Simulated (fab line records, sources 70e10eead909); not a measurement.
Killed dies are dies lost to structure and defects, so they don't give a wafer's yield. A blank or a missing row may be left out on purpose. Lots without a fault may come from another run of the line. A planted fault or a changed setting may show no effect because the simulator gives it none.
fab line records | flow nand_harc
record lots=5 wafers=15 last_day=31
route steps=1302 shown P_ZERO_WELL@68 P_STI@69 END@1302
lots that met no fault: from a run of the same line without faults
start_h: hours from the record's first day to the start of the lot's first wafer shown | wait_h: hours since the lot's step before | " the same as in the row above | L1.1+2: a row that stands for several wafers | - no value, or no start given | * or withheld: withheld | < > ~ a bound
route shown NAME@n: a module of which the file shows steps, and the number in the route of the first | usual: mean/standard deviation of fault-free wafers | same: alike in all rows | chamber/n: place in a boat | sites: the reading at each site | _std_site: their standard deviation | _edge_site: outer sites' mean less inner sites' | radius_mm: how far each site lies from the wafer's centre | mask NAME#n: copy n | behind: the tool/chamber that last shaped the wafer | hold: why the lot was held/for how many hours/how that ended | device: the transistor (n, p or np) that didn't switch | end of line: the same wafers' tests at the end of the route | a step without rows: its recipe alone | killed: dies lost to structure and defects at the first sort, not the wafer's yield | map: a wafer's dies, x killed, . not, _ none there
set.NAME: the setting as run; set.NAME@STEP: as run at that earlier step | model.NAME: the simulator's own value behind a step, which no gauge read
lots at some steps of the route; a table a step, a row a wafer
services: from which hour (start_h, from the record's first day; less than 0 if before it) a tool's chamber was out of use, for how many hours, and why
## steps
# step NHARC_P_ZERO_WELL_INSPECT_43
# usual raw_defect_count=12/5.7
# columns lot.wafer tool chamber start_h wait_h raw_defect_count
L703.2 defect_inspect-01 - 48.64 0.5 11
L703.4 " - " " 8
L703.5 " - " " 8
L706.1 defect_inspect-01 - 77.52 0.6 2
L706.4 " - " " 5
L706.6 " - " " 16
L707.1 defect_inspect-02 - 87.30 0.6 7
L707.2 " - " " 6
L707.3 " - " " 4
L716.1 defect_inspect-01 - 177.58 0.6 9
L716.4 " - " " 15
L716.5 " - " " 7
L721.2 defect_inspect-02 - 228.72 0.5 14
L721.4 " - " " 21
L721.6 " - " " 13
# step NHARC_P_STI_ETCH_26
# recipe target_depth_a=110 chemistry=dHF material=SiO2
# step NHARC_P_STI_PRECLEAN_27
# recipe time_s=* temp_c=50 bath_age_min=0 chemistry=SC1
# step NHARC_P_STI_SRD_28
# step NHARC_P_STI_OXIDE_29
# recipe target_thk_a=100 temp_c=900 ox_time_s=1362 material=SiO2
# step NHARC_P_STI_HM_DEP_30
# recipe target_thk_a=800 temp_c=790 pressure_mtorr=300 time_s=873 material=Si3N4
# step NHARC_P_STI_DEHYDRATE_01
# recipe temp_c=150 time_s=120
# step NHARC_P_STI_HMDS_02
# recipe time_s=30
# step NHARC_P_STI_COAT_41
# recipe temp_c=200 time_s=65
# step NHARC_P_STI_COAT_03
# recipe spin_rpm=2000 resist_thk_nm=600
# step NHARC_P_STI_SOFTBAKE_04
# recipe temp_c=125 time_s=70
# step NHARC_P_STI_EBR_05
# step NHARC_P_STI_EXPOSE_06
# recipe na=0.55 target_cd_nm=200 dose_mj=37.69 mask_id=P_STI
# usual exposure_dose_mJ_cm2=37.66/0.038
# columns lot.wafer tool chamber start_h wait_h mask exposure_dose_mJ_cm2
L703.2 krf_scanner-04 0 63.56 - P_STI#0 37.66
L703.4 " 0 " " P_STI#0 37.74
L703.5 " 0 " " P_STI#0 37.67
L706.1 krf_scanner-04 0 92.98 - P_STI_R1#0 37.62
L706.4 " 0 " " P_STI_R1#0 37.72
L706.6 " 0 " " P_STI_R1#0 37.70
L707.1 krf_scanner-02 0 103.41 - P_STI#0 37.70
L707.2 " 0 " " P_STI#0 37.67
L707.3 " 0 " " P_STI#0 37.64
L716.1 krf_scanner-04 0 195.01 - P_STI#0 37.65
L716.4 " 0 " " P_STI#0 37.66
L716.5 " 0 " " P_STI#0 37.63
L721.2 krf_scanner-01 0 245.93 - P_STI#0 37.68
L721.4 " 0 " " P_STI#0 37.60
L721.6 " 0 " " P_STI#0 37.60
# step NHARC_P_STI_PEB_07
# recipe peb_temp_c=128 peb_time_s=80
# step NHARC_P_STI_DEVELOP_08
# recipe time_s=50 dev_temp_c=22
# step NHARC_P_STI_CD_MEAS_09
# recipe target_cd_nm=200 landing_energy_ev=500
# usual cd_nm=199/3.8
# columns lot.wafer tool chamber start_h wait_h cd_nm
L703.2 cd_sem-01 0 63.71 - 192
L703.4 " 0 " " 197
L703.5 " 0 " " 197
L706.1 cd_sem-03 0 93.13 - 235
L706.4 " 0 " " 235
L706.6 " 0 " " 236
L707.1 cd_sem-03 0 103.56 - 201
L707.2 " 0 " " 204
L707.3 " 0 " " 210
L716.1 cd_sem-01 0 195.16 - 195
L716.4 " 0 " " 200
L716.5 " 0 " " 197
L721.2 cd_sem-03 0 246.08 - 203
L721.4 " 0 " " 201
L721.6 " 0 " " 203
# step NHARC_P_STI_OVL_MEAS_10
# usual overlay_x_nm=-1/6 overlay_y_nm=-1/5.4
# columns lot.wafer tool chamber start_h wait_h overlay_x_nm overlay_y_nm
L703.2 overlay-01 - 63.79 - -6 -8
L703.4 " - " " -6 -8
L703.5 " - " " -5 -8
L706.1 overlay-02 - 93.22 - 2 -7
L706.4 " - " " 2 -7
L706.6 " - " " 2 -7
L707.1 overlay-01 - 103.65 - 0 4
L707.2 " - " " -1 4
L707.3 " - " " -1 4
L716.1 overlay-01 - 195.25 - 10 3
L716.4 " - " " 11 3
L716.5 " - " " 10 2
L721.2 overlay-01 - 246.16 - -16 12
L721.4 " - " " -15 12
L721.6 " - " " -15 12
# step NHARC_P_STI_INSPECT_11
# usual raw_defect_count=6/3
# columns lot.wafer tool chamber start_h wait_h raw_defect_count
L703.2 defect_inspect-01 - 63.83 0.0 4
L703.4 " - " " 6
L703.5 " - " " 6
L706.1 defect_inspect-02 - 93.26 0.0 4
L706.4 " - " " 6
L706.6 " - " " 2
L707.1 defect_inspect-01 - 103.68 0.0 8
L707.2 " - " " 5
L707.3 " - " " 8
L716.1 defect_inspect-01 - 195.29 0.0 10
L716.4 " - " " 9
L716.5 " - " " 10
L721.2 defect_inspect-02 - 246.20 0.0 6
L721.4 " - " " 4
L721.6 " - " " 10
# step NHARC_P_STI_HARDBAKE_13
# recipe temp_c=118 time_s=65
# step NHARC_P_STI_DESCUM_14
# recipe time_s=3 o2_flow_sccm=200 ar_flow_sccm=0 bias_power_w=0 chemistry=O2
# usual drypump_motor_current_A=5.9/0.44 oes_product_au=0.998/0.012 rf_vpp_V=57.8/0.79 showerhead_plenum_p_Torr=1.89/0.06 throttle_valve_pct=11.311/0.0085
# columns lot.wafer tool chamber start_h wait_h drypump_motor_current_A oes_product_au rf_hours_counter_h rf_vpp_V showerhead_plenum_p_Torr throttle_valve_pct model.P_STI.cd_nm
L703.2 rie_diel-06 3 63.96 - 6.3 1.004 3 59.4 1.98 11.314 191.7
L703.4 " 2 " " 6.3 0.998 5 58.1 1.81 11.302 196.1
L703.5 " 0 " " 6.0 0.983 - 59.2 1.94 11.305 197.9
L706.4 rie_diel-10 3 93.41 - 6.3 1.001 2 56.9 1.86 11.295 234.1
L706.1 " 0 " " 6.1 0.995 2 58.1 1.94 11.301 235.5
L706.6 " 1 " " 5.6 0.999 - 58.2 1.86 11.308 236.5
L707.2 rie_diel-07 1 103.82 - 6.2 0.982 11 56.9 1.82 11.310 204.5
L707.1 " 3 " " 5.4 0.996 9 58.1 1.93 11.320 201
L707.3 " 0 " " 5.9 0.971 8 58.5 1.92 11.310 209
L716.1 rie_diel-10 1 195.45 - 5.6 1.002 11 56.9 1.85 11.319 195.8
L716.4 " 2 " " 5.0 0.999 - 57.7 1.83 11.314 199.5
L716.5 " 1 " " 5.6 0.993 - 58.9 1.86 11.296 197.5
L721.2 rie_diel-06 0 246.35 - 6.0 0.987 4 57.4 1.94 11.317 203.2
L721.4 " 1 " " 6.2 0.984 6 58.7 1.89 11.313 201.5
L721.6 " 3 " " 6.3 0.996 - 57.4 1.97 11.319 203.1
# step NHARC_P_STI_ETCH_42
# recipe target_depth_a=800 overetch_a=240 time_s=61 ion_energy_ev=200 n2_flow_sccm=150 h2_flow_sccm=150 ar_flow_sccm=0 rf_w=400 bias_w=150 chemistry=N2/H2
# usual bias_w=150.0/0.42 drypump_motor_current_A=6.0/0.41 n2_flow_sccm=150.0/0.43 oes_product_au=0.996/0.011 rf_vpp_V=429.8/1.9 showerhead_plenum_p_Torr=2.02/0.065 throttle_valve_pct=14.171/0.0095
# columns lot.wafer tool chamber start_h wait_h bias_w drypump_motor_current_A n2_flow_sccm oes_product_au rf_hours_counter_h rf_vpp_V showerhead_plenum_p_Torr throttle_valve_pct
L703.2 rie_diel-06 0 64.06 0.1 149.6 6.0 150.2 0.979 4 431.5 2.07 14.173
L703.4 " 2 " " 150.2 6.2 149.8 0.997 5 426.7 1.92 14.169
L703.5 " 3 " " 150.4 6.3 149.7 0.988 - 433.0 2.11 14.183
L706.1 rie_diel-10 3 93.48 0.1 150.7 6.3 149.5 1.012 2 429.6 1.98 14.176
L706.4 " 1 " " 150.3 5.6 150.6 0.995 2 429.1 1.98 14.178
L706.6 " 0 " " 150.1 6.0 149.9 0.996 - 430.7 2.07 14.146
L707.1 rie_diel-07 1 103.90 0.1 149.8 6.1 149.8 0.975 11 426.7 1.93 14.161
L707.2 " 3 " " 150.2 5.4 149.8 1.008 9 431.0 2.06 14.161
L707.3 " 0 " " 149.5 5.9 149.9 0.975 8 429.9 2.05 14.170
L716.1 rie_diel-10 3 195.54 0.1 150.7 6.3 149.9 0.986 10 429.1 1.98 14.173
L716.5 " 2 " " 150.6 5.0 150.1 1.001 - 428.1 1.95 14.177
L716.4 " 3 " " 150.5 6.3 150.0 0.984 - 429.1 1.98 14.179
L721.2 rie_diel-06 1 246.42 0.1 149.7 6.2 149.6 0.990 6 430.1 2.02 14.177
L721.4 " 3 " " 149.8 6.3 149.9 0.991 6 431.7 2.10 14.173
L721.6 " 1 " " 149.7 6.2 149.8 0.991 - 430.0 2.02 14.181
# step NHARC_P_STI_ETCH_31
# recipe target_depth_a=1089 time_s=54.5 cf4_flow_sccm=100 chf3_flow_sccm=30 ar_flow_sccm=0 rf_w=500 bias_w=200 chemistry=CF4/CHF3
# usual bias_w=200.0/0.64 drypump_motor_current_A=5.9/0.45 oes_product_au=0.959/0.017 rf_vpp_V=369.9/1.9 showerhead_plenum_p_Torr=1.56/0.047 throttle_valve_pct=16.800/0.01
# columns lot.wafer tool chamber start_h wait_h bias_w drypump_motor_current_A oes_product_au rf_hours_counter_h rf_vpp_V showerhead_plenum_p_Torr throttle_valve_pct
L703.4 rie_diel-06 3 - - 198.7 6.3 0.936 3 372.5 1.62 16.797
L703.2 " 1 " " 200.1 6.2 0.974 4 369.3 1.56 16.799
L703.5 " 3 " " 199.3 6.3 0.954 - 372.7 1.62 16.779
L706.4 rie_diel-10 1 - - 200.6 5.6 0.969 2 370.1 1.53 16.816
L706.1 " 3 " " 199.3 6.3 0.984 2 370.4 1.53 16.784
L706.6 " 1 " " 199.4 5.6 0.970 - 369.1 1.53 16.806
L707.1 rie_diel-07 3 - - 200.5 5.5 0.979 9 370.1 1.59 16.779
L707.3 " 1 " " 200.9 6.2 0.942 11 365.8 1.50 16.808
L707.2 " 2 " " 200.5 6.5 0.975 11 373.2 1.66 16.812
L716.1 rie_diel-10 2 - - 200.0 5.0 0.958 11 367.8 1.51 16.804
L716.5 " 1 " " 200.3 5.6 0.956 - 369.8 1.53 16.806
L716.4 " 2 " " 200.0 5.0 0.960 - 367.9 1.51 16.789
L721.2 rie_diel-06 3 - - 200.0 6.3 0.952 6 374.1 1.62 16.804
L721.4 " 0 " " 200.3 6.0 0.939 4 372.1 1.59 16.789
L721.6 " 2 " " 199.7 6.2 0.947 - 368.0 1.49 16.811
# step NHARC_P_STI_ETCH_15
# recipe target_depth_a=3000 taper_deg=4 time_s=100.1 hbr_flow_sccm=150 cl2_flow_sccm=50 rf_w=400 icp_w=400 bias_w=100 chemistry=HBr/Cl2
# usual bias_w=100.0/0.34 drypump_motor_current_A=5.6/0.42 oes_product_au=1.002/0.012 throttle_valve_pct=26.408/0.0088
# columns lot.wafer tool chamber start_h wait_h bias_w drypump_motor_current_A oes_product_au rf_hours_counter_h throttle_valve_pct model.P_STI.cd_nm
L703.2 rie_si-05 0 64.24 - 99.8 4.9 1.002 0.6 26.410 192.7
L703.4 " 3 " " 100.2 5.5 1.021 0.7 26.414 194.7
L703.5 " 1 " " 99.6 5.7 0.982 - 26.402 196.2
L706.1 rie_si-02 1 93.68 - 100.1 5.4 1.005 1.0 26.404 234.1
L706.4 " 2 " " 99.8 6.2 0.984 1.0 26.415 235
L706.6 " 2 " " 99.4 6.2 0.993 - 26.415 236.9
L707.2 rie_si-05 3 104.09 - 99.9 5.5 1.015 1.0 26.414 203.7
L707.3 " 0 " " 100.3 4.9 0.992 0.9 26.427 207.1
L707.1 " 1 " " 100.8 5.7 0.997 0.9 26.418 200.8
L716.1 rie_si-02 2 195.75 - 99.8 6.2 1.006 0.6 26.408 192.3
L716.4 " 3 " " 99.8 5.9 0.995 0.5 26.402 196.6
L716.5 " 1 " " 100.7 5.4 0.991 - 26.412 198.2
L721.4 rie_si-05 0 246.61 - 99.9 4.9 0.987 0.6 26.413 201.4
L721.2 " 1 " " 100.3 5.6 1.015 0.6 26.403 203.1
L721.6 " 1 " " 99.8 5.7 1.013 - 26.416 203.4
# step NHARC_P_STI_CD_MEAS_16
# usual cd_nm=199/4.2
# columns lot.wafer tool chamber start_h wait_h cd_nm
L703.2 cd_sem-01 - 64.41 - 193
L703.4 " - " " 195
L703.5 " - " " 196
L706.1 cd_sem-01 - 93.84 - 234
L706.4 " - " " 235
L706.6 " - " " 237
L707.1 cd_sem-01 - 104.25 - 201
L707.2 " - " " 204
L707.3 " - " " 207
L716.1 cd_sem-03 - 195.90 - 192
L716.4 " - " " 197
L716.5 " - " " 198
L721.2 cd_sem-03 - 246.77 - 203
L721.4 " - " " 201
L721.6 " - " " 204
# step NHARC_P_STI_OCD_MEAS_17
# usual trench_depth_nm=301/5.4 trench_foot_cd_nm=157/3.9
# columns lot.wafer tool chamber start_h wait_h trench_depth_nm trench_foot_cd_nm
L703.2 ocd-02 - 64.49 0.1 298 150
L703.4 " - " " 310 154
L703.5 " - " " 297 156
L706.1 ocd-02 - 93.93 0.1 305 193
L706.4 " - " " 293 194
L706.6 " - " " 295 195
L707.1 ocd-02 - 104.34 0.1 300 159
L707.2 " - " " 309 161
L707.3 " - " " 295 168
L716.1 ocd-02 - 195.99 0.1 301 153
L716.4 " - " " 298 157
L716.5 " - " " 297 156
L721.2 ocd-01 - 246.86 0.1 306 160
L721.4 " - " " 295 160
L721.6 " - " " 304 160
# step NHARC_P_STI_STRIP_19
# recipe time_s=900 temp_c=130 chemistry=SPM
# step NHARC_END_SORT_01
# recipe temp_c=25
# usual killed_at_array=52/18 killed_at_other=1.0/1.4 killed_at_periphery=3.1/2.3 killed_dies=56/17 killed_open=3.0/1.7 killed_short=2.5/1.7
# same gross_dies=677
# columns lot.wafer tool chamber start_h wait_h killed_at_array killed_at_other killed_at_periphery killed_dies killed_open killed_short
L706.1 prober-02 0 603.90 2.5 34 1 2 37 4 9
L706.4 prober-02 0 606.33 3.4 22 1 0 23 4 1
L706.6 prober-02 0 607.95 4.0 39 1 1 41 5 4
# killed by level:class
L706.1 A_CHANNEL_HOLE_D2:chamber_film_flake=8 A_STAIRCASE:chamber_film_flake=5 A_CHANNEL_HOLE_D1:chamber_film_flake=4 A_CONTACT:chamber_film_flake=4 A_SGD_CUT:geometric_particle:short=3 A_ONON_D1:geometric_particle:open=2 A_ONON_D1:geometric_particle:short=2 P_GATE:geometric_particle:open=1
L706.4 A_CHANNEL_HOLE_D2:chamber_film_flake=5 A_STAIRCASE:chamber_film_flake=5 A_CHANNEL_HOLE_D1:chamber_film_flake=4 A_DECK1_JOINT:chamber_film_flake=2 A_ONON_D1:geometric_particle:open=1 A_ONON_D1:geometric_particle:short=1 A_CHANNEL_FILL_D1:geometric_particle:open=1 A_WL_FILL:geometric_particle:open=1
L706.6 A_CHANNEL_HOLE_D2:chamber_film_flake=11 A_CONTACT:chamber_film_flake=8 A_CHANNEL_HOLE_D1:chamber_film_flake=4 A_STAIRCASE:chamber_film_flake=3 A_CHANNEL_FILL_D1:geometric_particle:open=2 A_ONON_D2:geometric_particle:short=2 A_CHANNEL_FILL_D1:chamber_film_flake=2 P_M0:geometric_particle:open=1
## services
# columns tool chamber start_h hours kind
rie_diel-10 - 65.50 9.0 pm
rie_diel-10 - 82.25 0.9 repair
rie_diel-10 3 83.49 1.9 repair
rie_si-05 1 85.60 3.2 repair
rie_diel-07 - 86.07 1.1 repair
krf_scanner-02 - 94.00 4.0 pm
krf_scanner-01 - 96.85 4.5 repair
rie_si-02 - 100.00 9.0 pm
krf_scanner-04 - 106.43 0.9 repair
rie_diel-10 3 106.88 9.1 repair
rie_diel-07 - 117.27 9.0 pm
rie_si-02 3 126.78 6.9 repair
rie_si-05 - 128.00 9.0 pm
rie_diel-06 - 130.22 9.0 pm
krf_scanner-01 - 140.00 4.0 pm
rie_diel-06 0 140.06 21.7 repair
krf_scanner-01 - 148.00 2.0 repair
rie_diel-06 0 165.36 2.0 repair
krf_scanner-04 - 182.01 4.0 pm
rie_diel-10 0 186.44 9.7 repair
rie_si-05 0 199.03 1.1 repair
rie_diel-10 0 204.77 7.2 repair
rie_diel-10 1 206.47 4.1 repair
rie_diel-10 - 242.50 9.0 pm
## key
first_sign step=NHARC_P_STI_EXPOSE_06 reading=mask direction=changed
effect step=NHARC_P_STI_CD_MEAS_09 reading=cd_nm direction=up sigmas=9.7 usual=199 struck=236
effect step=NHARC_P_STI_CD_MEAS_16 reading=cd_nm direction=up sigmas=8.7 usual=199 struck=235
effect step=NHARC_P_STI_OCD_MEAS_17 reading=trench_foot_cd_nm direction=up sigmas=9.5 usual=157 struck=194
model_effect step=NHARC_P_STI_DESCUM_14 value=P_STI.cd_nm without=202.9 struck=235.4
model_effect step=NHARC_P_STI_ETCH_15 value=P_STI.cd_nm without=202.9 struck=235.3
met_at NHARC_P_STI_EXPOSE_06
struck_wafers L706.1,L706.4,L706.6
tester_left_out L706
onset_between 63.56 92.98
fault kind=wrong_mask tool=any chamber=- onset_h=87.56 steps=NHARC_P_STI_EXPOSE_06 aux_copy=P_STI_R1#0 cd_offset_nm=32.495 scope=struck_lots_only
# tester_left_out: of these lots the tester's yield and bins aren't shown, on N5 and GAA mostly nor the transistor test; their killed dies are dies lost to structure and defects alone, not to doping, threshold or leakage, so they don't give the yield
